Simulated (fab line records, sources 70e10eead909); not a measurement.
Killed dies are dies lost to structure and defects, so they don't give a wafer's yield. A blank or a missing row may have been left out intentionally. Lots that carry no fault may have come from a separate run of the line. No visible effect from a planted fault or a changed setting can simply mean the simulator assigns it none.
Problem report in the 8D (eight disciplines) form, filled by code    flow nand harc    the parts of the form that need people (team, actions taken, sign-off) are left out

## 1. WHAT WENT WRONG
cd nm at NHARC_P_STI_CD_MEAS_09 reads a mean of 246.7 nm on 6 wafers of 2 lots; wafers without a fault read 198.5 nm with a standard deviation of 2.8. That puts it +17 standard deviations away from the usual mean.
The step: target cd 200 nm.
Earliest sighting: wafer L426.1 on cd sem-02 at day 4 07:39. The record has a number at this step for 42 wafers belonging to 14 lots. Rule for "out", or "out of limits": more than 4 standard deviations from the usual mean. The rest of the wafers with a number are treated as sound.

## 2. WHAT IT IS; WHAT IT IS NOT
question                     is                      is not
which readings at this step  cd nm                   -
which lots                   L426, L427              L418, L419, L420, L421, L423, L434, L435, L436, L437, L438, L439, L441
which wafers of those lots   all that have a number  -
read on which gauges         cd sem-01, cd sem-02    cd sem-03
when                         from day 4 07:39        up to then (15 sound wafers); but 21 sound wafers of L434, L435, L436, L437, L438, L439, L441 came after

## 3. THE SUSPECTS, EACH WITH WHAT RULES IT OUT
Counting: a tool at a process step up to the reading stays a suspect if it ran every lot that is out and no sound lot after the first of them.
- ruled out: the gauge at NHARC_P_STI_CD_MEAS_09. The wafers that are out were read on 2 gauges (cd sem-01, cd sem-02).
- litho track-07 at NHARC_P_STI_PEB_07 (peb time 80 s): kept. It ran every lot that is out, first L426 (day 4 07:34), and no sound lot after that; its last sound lot up to then is L420 (day 3 02:48). Out on those wafers are its own readings of heater power total W, plate temp C.
Remaining after the count: litho track-07 at NHARC_P_STI_PEB_07.

## 4. THE CAUSE (what the simulator had put in)
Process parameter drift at NHARC_P_STI_PEB_07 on litho track-07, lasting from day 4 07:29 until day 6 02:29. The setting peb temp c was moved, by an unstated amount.
Only this tool survived the counting.

## 5. THE CHAIN OF EFFECTS, in route order
One row per reading whose mean, taken over the struck wafers that have a number, lies over 3 standard deviations from the usual. Scope: only readings with a usual standard deviation given in the record; hours: median across lots of the time from each lot's start at the first step in this table that gives one to its start at this step; sigmas: change in usual standard deviations.
hours  step                     reading               usual     on struck wafers  change  sigmas
0      NHARC_P_STI_PEB_07       heater power total W  189.8 W   207.9             +18.1   +23
0      NHARC_P_STI_PEB_07       plate temp C          128.00 C  137.50            +9.50   +73
0      NHARC_P_STI_CD_MEAS_09   cd nm                 198.5 nm  246.7             +48.2   +17
1      NHARC_P_STI_OCD_MEAS_17  trench foot cd nm     157.1 nm  205.1             +48.0   +18
It contains these process steps:
- NHARC_P_STI_PEB_07: peb time 80 s.

## 6. HOW IT WOULD HAVE BEEN CAUGHT EARLIER
0 hours passed between the start of the fault at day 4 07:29 and the first reading out of limits at a measuring or inspecting step in this record, taken at day 4 07:39.
The tool's own readings at NHARC_P_STI_PEB_07 were out on every struck wafer that the step has a row for (heater power total W, plate temp C): an alarm limit on them would have fired on the first of those.
L427, from the lots that are out (2), started NHARC_P_STI_PEB_07 on litho track-07 later than day 4 07:39. Holding the tool at that time would have saved it.
